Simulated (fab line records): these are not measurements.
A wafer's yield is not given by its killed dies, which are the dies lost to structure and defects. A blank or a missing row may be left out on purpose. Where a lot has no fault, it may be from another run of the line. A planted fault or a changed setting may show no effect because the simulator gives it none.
Chamber matching | flow n5_finfet | N5_FIN_SAQP_HM_DEP_72 on pecvd-02: 3 sister chambers
The step deposits SiO2 from SiH4/N2O, target thk 12 nm, time 7.2 s. 5 wafers are shown with their chamber, then 7 later ones without.

## WAFERS WITH THEIR CHAMBER
wafer  | chamber | showerhead_plenum_p_Torr (Torr) | heater_power_w (W)
L080.1 | 0       | 8.10                            | 597
L080.4 | 1       | 8.02                            | 698
L080.5 | 2       | 8.14                            | 750
L081.1 | 0       | 8.11                            | 697
L081.2 | 1       | 8.03                            | 749

## WAFERS WITHOUT THEIR CHAMBER
wafer  | showerhead_plenum_p_Torr (Torr) | heater_power_w (W)
L081.6 | 8.14                            | 815
L088.2 | 8.14                            | 787
L088.4 | 8.08                            | 694
L088.6 | 8.16                            | 797
L090.2 | 8.03                            | 774
L090.3 | 8.14                            | 757
L090.5 | 8.10                            | 585

## THE CHAMBER EACH PASSED THROUGH
wafer  | from the rows above | in truth
L081.6 | 2                   | 2
L088.2 | 2                   | 2
L088.4 | 0                   | 0
L088.6 | 2                   | 2
L090.2 | 1                   | 1
L090.3 | 2                   | 2
L090.5 | 0                   | 0
Correctly placed: 7 of 7. Left unplaced by these rows: 0. Wrongly placed: 0.
How it was worked out, from the rows above alone: a wafer's distance from a chamber is the root of the sum, over the readings, of the square of ((its reading less the chamber's mean) divided by the reading's scatter). The wafer belongs to the nearest chamber; if the next one is less than 2 further off, it can't be placed. For every chamber, the mean is computed from those of its wafers that are shown. The scatter: take each reading less its chamber's mean, square it, sum over the shown wafers, divide by the number of wafers less the number of chambers, and take the root.
